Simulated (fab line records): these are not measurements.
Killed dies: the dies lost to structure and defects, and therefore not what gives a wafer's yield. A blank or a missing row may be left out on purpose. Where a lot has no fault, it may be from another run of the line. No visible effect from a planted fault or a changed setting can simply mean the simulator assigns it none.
Chamber matching    flow n5_finfet    N5_BEOL_M7_CMP_52 on cmp-03: 4 sister chambers
The step polishes, stops on SiCOH lowk, t overpolish 6.9 s, target thk 80 nm. 4 wafers are shown with their chamber, then 10 later ones without.

## EACH WAFER AND ITS CHAMBER
wafer   chamber  motor_current_A (A)
L082.4  3        5.5
L086.5  1        6.8
L085.2  0        5.7
L085.3  2        6.0

## WAFERS MISSING THEIR CHAMBER
wafer   motor_current_A (A)
L085.6  6.2
L090.1  6.8
L090.3  5.9
L090.6  6.7
L095.2  5.6
L095.4  6.0
L095.6  5.8
L097.1  5.7
L097.2  6.0
L097.5  5.5

## WHICH CHAMBER EACH ONE RAN IN
wafer    from the rows above       in truth
L085.6   2                         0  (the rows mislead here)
L090.1   1                         1
L090.3   can't be placed: 2 or 0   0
L090.6   1                         1
L095.2   can't be placed: 3 or 0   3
L095.4   2                         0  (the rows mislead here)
L095.6   can't be placed: 0 or 2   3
L097.1   0                         0
L097.2   2                         2
L097.5   3                         3
Correct placement for 5 of the 10. From these rows, 3 cannot be placed; in 2 the true chamber is one of the candidates. Placed wrongly: 2.
How it was worked out, from the rows above alone: a wafer's distance from a chamber is the root of the sum, over the readings, of the square of ((its reading less the chamber's mean) divided by the reading's scatter). If the next closest chamber is less than 2 further off than the closest, the wafer can't be placed; otherwise it belongs to the closest. For every chamber, the mean is computed from those of its wafers that are shown. The scatter: root of mean squared gap, hidden wafer to nearest shown wafer, with one shown wafer a chamber.
